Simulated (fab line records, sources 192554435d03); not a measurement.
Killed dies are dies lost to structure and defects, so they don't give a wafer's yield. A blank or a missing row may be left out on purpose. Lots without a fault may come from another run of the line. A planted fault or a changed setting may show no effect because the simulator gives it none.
One fault seen from 3 desks | flow n5_finfet | each desk has only its own numbers; what lay behind them comes last

THE TOOL OWNER'S DESK: wet_bench-05
The tool's own readings at N5_FIN_SAQP_PRECLEAN_00 (cleans in SC1, time 60 s): means of the sampled wafers that have a number, for each lot that ran on this tool. A lot is out of limits, marked OUT, if its mean lies more than 4 standard deviations from the usual mean; the brackets give that distance.
Columns: A = nh4oh_flow_mL_min at N5_FIN_SAQP_PRECLEAN_00, usual 28.30
lot  | first seen here | A
L301 | day 1 21:04     | 28.24
L304 | day 2 14:43     | 28.32
L309 | day 3 20:55     | 28.24
This desk's finding: nothing out of limits on any of the 3 lots.

THE METROLOGY DESK
What the gauges read, lot by lot, whatever tool the lot ran on: means of the sampled wafers that have a number. A lot is out of limits, marked OUT, if its mean lies more than 4 standard deviations from the usual mean; the brackets give that distance. Of its 10 readings 7 are shown: those that lie furthest out on some lot.
Columns: A = DIBL_N at N5_BEOL_M4_RC_MEAS_101, usual 37.2 mV/V; B = DIBL_P at N5_BEOL_M4_RC_MEAS_101, usual 37.5 mV/V; C = ION_N at N5_BEOL_M4_RC_MEAS_101, usual 681 uA/um; D = ION_P at N5_BEOL_M4_RC_MEAS_101, usual 469 uA/um; E = SS_P at N5_BEOL_M4_RC_MEAS_101, usual 73.6 mV/dec; F = VT_N at N5_BEOL_M4_RC_MEAS_101, usual 249 mV; G = VT_P at N5_BEOL_M4_RC_MEAS_101, usual -248 mV
lot  | first seen here | A    | B    | C   | D   | E    | F   | G
L301 | day 7 19:19     | 36.5 | 35.0 | 677 | 469 | 73.1 | 250 | -245
L302 | day 7 23:09     | 35.3 | 34.7 | 667 | 460 | 73.2 | 252 | -250
L304 | day 8 15:36     | 38.5 | 39.6 | 685 | 464 | 73.3 | 249 | -252
L309 | day 9 19:54     | 35.6 | 35.3 | 670 | 465 | 73.1 | 250 | -249
L310 | day 10 15:47    | 37.1 | 39.6 | 683 | 467 | 74.3 | 249 | -248
L311 | day 10 18:56    | 37.9 | 37.7 | 684 | 467 | 74.3 | 248 | -249
L316 | day 11 22:26    | 37.4 | 37.7 | 683 | 475 | 73.1 | 250 | -246
L322 | day 13 03:29    | 36.7 | 37.6 | 688 | 473 | 73.6 | 246 | -248
This desk's finding: nothing out of limits on any of the 8 lots.

THE DEFECT DESK
What the inspections along the route counted, lot by lot: means of the sampled wafers that have a number. A lot is out of limits, marked OUT, if its mean lies more than 4 standard deviations from the usual mean; the brackets give that distance.
Columns: A = raw_defect_count at N5_FIN_SAQP_INSPECT_18, usual 424; B = raw_defect_count at N5_FIN_SAQP_INSPECT_40, usual 227; C = raw_defect_count at N5_FIN_CUT_INSPECT_10, usual 42; D = raw_defect_count at N5_FIN_CUT_INSPECT_17, usual 228
lot  | first seen here | A   | B              | C             | D
L301 | day 2 00:23     | 408 | 219            | 36            | 204
L302 | day 2 04:04     | 394 | 268            | 48            | 269
L304 | day 2 16:53     | 439 | 227            | 34            | 242
L309 | day 3 22:16     | 768 | 477 (+4.1) OUT | 246 (+16) OUT | 463
L310 | day 4 04:37     | 316 | 152            | 27            | 149
L311 | day 4 09:35     | 450 | 229            | 41            | 223
L316 | day 5 15:31     | 390 | 195            | 37            | 221
L322 | day 7 04:47     | 297 | 158            | 27            | 154
This desk's finding: out of limits on L309; first on L309, day 4 03:38 (raw_defect_count at N5_FIN_SAQP_INSPECT_40). In limits: L301, L302, L304, L310, L311, L316, L322.

PUT TOGETHER
The defect desk could have raised an alarm at day 4 03:38, on L309.
The tool owner's desk saw nothing out of limits.
The metrology desk saw nothing out of limits.
The tool owner's desk has L309 on record, within its limits.
The metrology desk has L309 on record, within its limits.
Of the lots named, all ran N5_FIN_SAQP_PRECLEAN_00 on wet_bench-05.

WHAT THE SIMULATOR HAD PUT IN
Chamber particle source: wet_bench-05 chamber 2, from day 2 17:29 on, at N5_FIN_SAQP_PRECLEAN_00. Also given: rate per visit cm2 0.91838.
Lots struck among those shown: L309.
Hours from the fault's start to each desk's first reading out of limits: the defect desk, 34.
